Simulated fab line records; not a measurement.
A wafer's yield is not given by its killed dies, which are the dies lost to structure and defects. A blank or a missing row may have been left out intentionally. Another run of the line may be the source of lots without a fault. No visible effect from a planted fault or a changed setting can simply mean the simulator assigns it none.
Problem report in the 8D (eight disciplines) form, filled by code ; flow n5-finfet ; the parts of the form that need people (team, actions taken, sign-off) are left out

== 1. WHAT IS WRONG ==
Wafers free of any fault read 78.7 nm (standard deviation 1.1) for M4_ILD_THK at N5_BEOL_M4_THK_MEAS_01, against a mean of 23.2 nm on 3 wafers of 3 lots. That is -50 standard deviations from the usual mean.
First seen on wafer L765.1, day 8 15:13, on film-metro-01. At this step, 37 wafers from 15 lots have a number in the record. The rule behind "out" and "out of limits": a value lying over 4 standard deviations away from the usual mean. The rest of the wafers with a number are treated as sound.

== 2. WHAT IT IS, WHAT IT ISN'T ==
question;is;is not
which readings at this step;M4_ILD_THK;-
which lots;L765, L766, L768;L761, L763, L764, L773, L774, L776, L777, L778, L780, L781, L782, L783
which wafers of those lots;L765.1, L766.6, L768.1;L765.4, L765.5, L766.3, L766.4, L768.2
read on which gauges;film-metro-01, film-metro-02;-
when;from day 8 15:13;"up to then (9 sound wafers); but 25 sound wafers of L766, L768, L773, L774, L776, L777, L778, L780, L781, L782, L783 came after"

== 3. THE SUSPECTS, EACH WITH WHAT RULES IT OUT ==
Counting: if a tool at a process step up to the reading ran every lot that is out, it stays a suspect. Sound lots after the first of them don't rule it out here, since some wafers of a struck lot are sound.
- the gauge at N5_BEOL_M4_THK_MEAS_01: ruled out. Those wafers that are out were read across 2 gauges (film-metro-01, film-metro-02).
- pecvd-03 at N5_BEOL_M4_ILD_DEP_00 (deposits SiOC from DEMS/O2, target thk 79 nm, time 15.3 s): kept. Ran every lot that is out, first one L765 (day 8 15:08); last sound lot up to then L764 (day 8 00:40).
Remaining after the count: pecvd-03 at N5_BEOL_M4_ILD_DEP_00.

== 4. THE CAUSE (what the simulator had put in) ==
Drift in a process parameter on pecvd-03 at N5_BEOL_M4_ILD_DEP_00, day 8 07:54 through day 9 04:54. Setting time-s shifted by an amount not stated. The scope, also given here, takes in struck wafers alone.
This tool alone remained once counting was done.

== 5. SEQUENCE OF EFFECTS, ordered by route ==
Rows list readings where the struck wafers' mean (over those with a number) sits beyond 3 standard deviations from the usual. Only readings whose record carries a usual standard deviation are examined. hours: median over the lots of the time between each lot's start at the first step of this table that gives one and its start at this step. sigmas: the change, counted in usual standard deviations.
hours;step;reading;usual;on struck wafers;change;sigmas
0;N5_BEOL_M4_THK_MEAS_01;M4_ILD_THK;78.7 nm;23.2;-55.5;-50
Readings that are blank on the struck wafers while sound wafers have them: rf-fwd-power-W at N5_BEOL_M4_ILD_DEP_00; susceptor-temp-C at N5_BEOL_M4_ILD_DEP_00.

== 6. WHAT WOULD HAVE CAUGHT IT SOONER ==
7 hours passed between the start of the fault at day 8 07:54 and the first reading out of limits at a measuring or inspecting step in this record, taken at day 8 15:13.
L766, L768, from the lots that are out (3), started N5_BEOL_M4_ILD_DEP_00 on pecvd-03 later than day 8 15:13. A hold on the tool at that time would have spared those 2.
